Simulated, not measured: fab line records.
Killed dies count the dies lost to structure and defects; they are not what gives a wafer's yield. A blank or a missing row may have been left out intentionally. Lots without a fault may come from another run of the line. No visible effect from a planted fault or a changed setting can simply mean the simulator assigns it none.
Chamber matching	flow n5Finfet	N5_SDB_DESCUM_16 on rieDiel-04: 4 sister chambers
The step chemistry O2, time 7.9 s. 8 wafers are shown with their chamber, then 9 later ones without.

== WAFERS WITH THEIR CHAMBER ==
wafer	chamber	drypumpMotorCurrentA (A)	oesProductAu (a.u.)
L083.4	1	5.4	0.96
L083.5	3	4.9	0.79
L085.5	0	6.1	0.73
L086.3	0	6.0	0.73
L086.6	2	5.5	0.86
L090.2	1	5.4	0.93
L090.3	2	5.5	0.86
L090.6	3	4.9	0.77

== WAFERS WITH NO CHAMBER GIVEN ==
wafer	drypumpMotorCurrentA (A)	oesProductAu (a.u.)
L093.2	5.4	0.90
L093.3	4.9	0.76
L093.5	4.9	0.76
L095.1	5.5	0.83
L095.3	6.1	0.71
L095.6	5.4	0.90
L096.2	5.0	0.76
L096.3	6.1	0.71
L096.5	5.5	0.83

== EACH ONE'S CHAMBER ==
wafer	from the rows above	in truth
L093.2	can't be placed: 1 or 2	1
L093.3	3	3
L093.5	3	3
L095.1	2	2
L095.3	0	0
L095.6	can't be placed: 1 or 2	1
L096.2	3	3
L096.3	0	0
L096.5	2	2
7 of 9 placed correctly. Not placeable from these rows: 2 (in 2, the candidates include the true chamber). 0 placed wrongly.
How it was worked out, from the rows above alone: a wafer's distance from a chamber is the root of the sum, over the readings, of the square of ((its reading less the chamber's mean) divided by the reading's scatter). If the next closest chamber is less than 2 further off than the closest, the wafer can't be placed; otherwise it belongs to the closest. Each chamber's mean is taken over the wafers shown for it. The scatter: take each reading less its chamber's mean, square it, sum over the shown wafers, divide by the number of wafers less the number of chambers, and take the root.
